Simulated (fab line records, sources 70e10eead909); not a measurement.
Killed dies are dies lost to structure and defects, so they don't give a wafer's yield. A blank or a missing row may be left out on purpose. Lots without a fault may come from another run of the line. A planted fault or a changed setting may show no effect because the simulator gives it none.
Chamber matching | flow nand_harc | NHARC_P_CONTACT_ALD_22 on ald_metal-03: 4 sister chambers
The step deposits TiN, target thk 3 nm, pulse time 1 s, ald cycles 150. 22 wafers are shown with their chamber, then 11 later ones without.

WAFERS WITH THEIR CHAMBER
wafer  | chamber | heater_power_outer_w (W) | heater_power_w (W) | precursor_pulse_height_rel
L074.2 | 3       | 566                      | 873                | 1.041
L074.3 | 2       | 840                      | 1257               | 0.986
L074.6 | 3       | 554                      | 847                | 1.010
L075.4 | 2       | 842                      | 1293               | 1.052
L075.5 | 0       | 680                      | 1109               | 1.020
L075.6 | 1       | 673                      | 1005               | 0.983
L078.1 | 2       | 854                      | 1267               | 1.009
L078.3 | 3       | 563                      | 856                | 1.032
L078.6 | 1       | 667                      | 1043               | 0.990
L079.1 | 0       | 691                      | 1139               | 0.993
L079.4 | 1       | 649                      | 1043               | 1.020
L079.5 | 3       | 559                      | 862                | 0.997
L082.1 | 1       | 681                      | 1015               | 0.983
L082.3 | 2       | 855                      | 1254               | 1.005
L082.5 | 1       | 666                      | 1035               | 0.998
L084.2 | 0       | 638                      | 1027               | 0.990
L084.3 | 2       | 833                      | 1247               | 1.011
L084.6 | 1       | 648                      | 1005               | 1.008
L088.2 | 2       | 858                      | 1241               | 1.006
L088.3 | 3       | 564                      | 847                | 1.022
L088.6 | 3       | 568                      | 863                | 1.032
L089.1 | 3       | 565                      | 875                | 0.987

SIGNATURES (means of the wafers above)
reading                    | chamber 0 | chamber 1 | chamber 2 | chamber 3 | scatter within a chamber
heater_power_outer_w       | 669.67    | 664.00    | 847.00    | 562.71    | 13.1
heater_power_w             | 1091.67   | 1024.33   | 1259.83   | 860.43    | 24.5
precursor_pulse_height_rel | 1.00100   | 0.99700   | 1.01150   | 1.01729   | 0.0189
Rule: a wafer's distance from a chamber is the root of the sum, over the readings, of the square of ((its reading less the chamber's mean) divided by the reading's scatter). The wafer belongs to the nearest chamber; if the next one is less than 2 further off, it can't be placed. The scatter: the root of (the sum of the squares of (reading less its chamber's mean) over the shown wafers, divided by (wafers less chambers)).

WAFERS WITHOUT THEIR CHAMBER
wafer  | heater_power_outer_w (W) | heater_power_w (W) | precursor_pulse_height_rel
L089.5 | 832                      | 1236               | 0.974
L089.6 | 652                      | 959                | 1.018
L091.2 | 660                      | 976                | 0.996
L091.4 | 838                      | 1254               | 0.994
L091.5 | 554                      | 873                | 0.992
L093.1 | 640                      | 1043               | 0.963
L093.2 | 852                      | 1216               | 1.034
L093.4 | 667                      | 984                | 0.986
L096.2 | 546                      | 874                | 0.969
L096.4 | 648                      | 998                | 0.968
L096.6 | 855                      | 1232               | 1.014

WHICH CHAMBER EACH WENT THROUGH
wafer  | from the rows above     | in truth
L089.5 | 2                       | 2
L089.6 | 1                       | 1
L091.2 | 1                       | 1
L091.4 | 2                       | 2
L091.5 | 3                       | 3
L093.1 | can't be placed: 1 or 0 | 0
L093.2 | 2                       | 2
L093.4 | 1                       | 1
L096.2 | 3                       | 3
L096.4 | 1                       | 1
L096.6 | 2                       | 2
Placed correctly: 10 of 11. Can't be placed from these rows: 1 (the true chamber is among the candidates in 1). Placed wrongly: 0.
